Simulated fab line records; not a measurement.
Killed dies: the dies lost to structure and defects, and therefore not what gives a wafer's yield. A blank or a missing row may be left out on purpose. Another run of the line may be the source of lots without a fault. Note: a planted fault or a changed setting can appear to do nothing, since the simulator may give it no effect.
Struck lot and sound lot, side by side + flow n5_finfet + 35 out of 1938 route steps
Sound: these wafers, L350.3, L350.4, L350.6. Struck: wafer L337.5. (L337.2, L337.4 of the same lot were not struck and are left out.) The cause comes at the end.
At each step with rows: each side's tool, then ch and its chambers, then its first start. Under that, the readings that differ: sound wafers + struck wafers + difference of the means + sigmas: that difference in standard deviations of wafers without a fault.
alike: readings whose means differ by less than 2 such deviations, and words and numbers that are the same on both sides. not compared: withheld readings, readings that some wafer has no value for, bounds like >300 that may hide the same value, and numbers for which the record gives no deviation and whose values overlap.
A row with sigmas, a row that says differs or no value, or rows on one side alone: a step with any of these is where the two part. Non-overlapping numbers with no deviation appear without sigmas and do not part them. A reading missing from all wafers of one side parts the sides only when that side holds two or more wafers.

first, 9 steps without rows for these wafers: N5_PMOS_HMC_CHANNEL_EPI_EXPOSE_06 (exposes mask PMOS HMC BLK, target cd 240 nm); N5_PMOS_HMC_CHANNEL_EPI_PEB_07 (peb time 60 s); N5_PMOS_HMC_CHANNEL_EPI_DEVELOP_08 (develop time 30 s); N5_PMOS_HMC_CHANNEL_EPI_DESCUM_14 (chemistry O2, time 7.9 s); N5_PMOS_HMC_CHANNEL_EPI_ETCH_32 (etches BARC in N2/H2, stops on SiO2, target depth 85.8 nm, time 50.3 s); N5_PMOS_HMC_CHANNEL_EPI_HM_OPEN_15 (chemistry CHF3/O2, target SiO2, target depth 40.6 nm, time 20.3 s); N5_PMOS_HMC_CHANNEL_EPI_STRIP_33 (strips in N2/H2); N5_PMOS_HMC_CHANNEL_EPI_STRIP_17 (strips in SPM, time 750 s); N5_PMOS_HMC_CHANNEL_EPI_ETCH_38 (etches SiO2 in CF4, target depth 1.5 nm).
N5_PMOS_HMC_CHANNEL_EPI_FIN_RECESS_16: chemistry HBr/Cl2, target Si, target depth 54 nm, time 18 s.
  sound on rie_si-02 ch 0,3, day 5 17:59; struck on rie_si-01 ch 1, day 2 11:53
  alike: drypump_motor_current_A, oes_product_au, throttle_valve_pct
  not compared: rf_hours_counter_h
then, 24 steps without rows for these wafers: N5_PMOS_HMC_CHANNEL_EPI_PRECLEAN_36 (cleans in O3/DIW, time 45 s); N5_PMOS_HMC_CHANNEL_EPI_PRECLEAN_18 (cleans in DHF, time 30 s); N5_PMOS_HMC_CHANNEL_EPI_SRD_19 (time 30 s); N5_PMOS_HMC_CHANNEL_EPI_EPI_20 (deposits SiGe30, target thk 59 nm); N5_PMOS_HMC_CHANNEL_EPI_HM_STRIP_35 (strips SiO2 in dHF, material SiO2, target depth 39.6 nm, time 216 s); N5_PMOS_HMC_CHANNEL_EPI_SRD_39 (time 30 s); N5_PMOS_HMC_CHANNEL_EPI_CMP_21 (polishes SiGe30, target thk 54 nm); N5_PMOS_HMC_CHANNEL_EPI_PRECLEAN_40 (cleans in DHF, time 30 s); N5_PMOS_HMC_CHANNEL_EPI_PRECLEAN_37 (cleans in O3/DIW, time 45 s); N5_PMOS_HMC_CHANNEL_EPI_PRECLEAN_24 (cleans in DHF, time 30 s); N5_PMOS_HMC_CHANNEL_EPI_SRD_25 (time 30 s); N5_PMOS_HMC_CHANNEL_EPI_EPI_26 (deposits Si from SiH4/H2, target thk 3.8 nm, time 22.7 s); N5_FIN_SAQP_PRECLEAN_42 (cleans in O3/DIW, time 60 s); N5_FIN_SAQP_PRECLEAN_00 (cleans in SC1, time 60 s); N5_FIN_SAQP_PRECLEAN_44 (cleans in SC2, time 45 s); N5_FIN_SAQP_SRD_01 (time 30 s); N5_FIN_SAQP_ALD_61 (deposits SiO2, target thk 4 nm, pulse time 1 s, purge time 2 s); N5_FIN_SAQP_DENSIFY_62 (time 60 s); N5_FIN_SAQP_HM_DEP_03 (deposits SiNx from SiH4/NH3/N2, target thk 38 nm, time 33.6 s); N5_FIN_SAQP_PECVD_47 (deposits a-Si from SiH4/He, target thk 45 nm, time 36.3 s); N5_FIN_SAQP_PECVD_48 (deposits SiNx from SiH4/NH3/N2, target thk 25 nm, time 22.1 s); N5_FIN_SAQP_PECVD_06 (deposits a-Si from SiH4/He, target thk 60 nm, time 48.1 s); N5_FIN_SAQP_HM_DEP_72 (deposits SiO2 from SiH4/N2O, target thk 12 nm, time 7.2 s); N5_FIN_SAQP_COAT_49 (time 60 s, resist thk 100 nm).
-- record jumps: 11 days separate the struck wafers' starts on either side; left off in module FIN_SAQP, taken up again in module PASSIVATION, whose first shown step is the route's number 1936 --
N5_PASSIVATION_PROBE_49:
  record: rows for the struck wafers here (prober-02, day 13 18:36), none for the sound ones

## WHERE THEY PART
N5_PASSIVATION_PROBE_49 only, going by this record.

WHY: what had been put in by the simulator
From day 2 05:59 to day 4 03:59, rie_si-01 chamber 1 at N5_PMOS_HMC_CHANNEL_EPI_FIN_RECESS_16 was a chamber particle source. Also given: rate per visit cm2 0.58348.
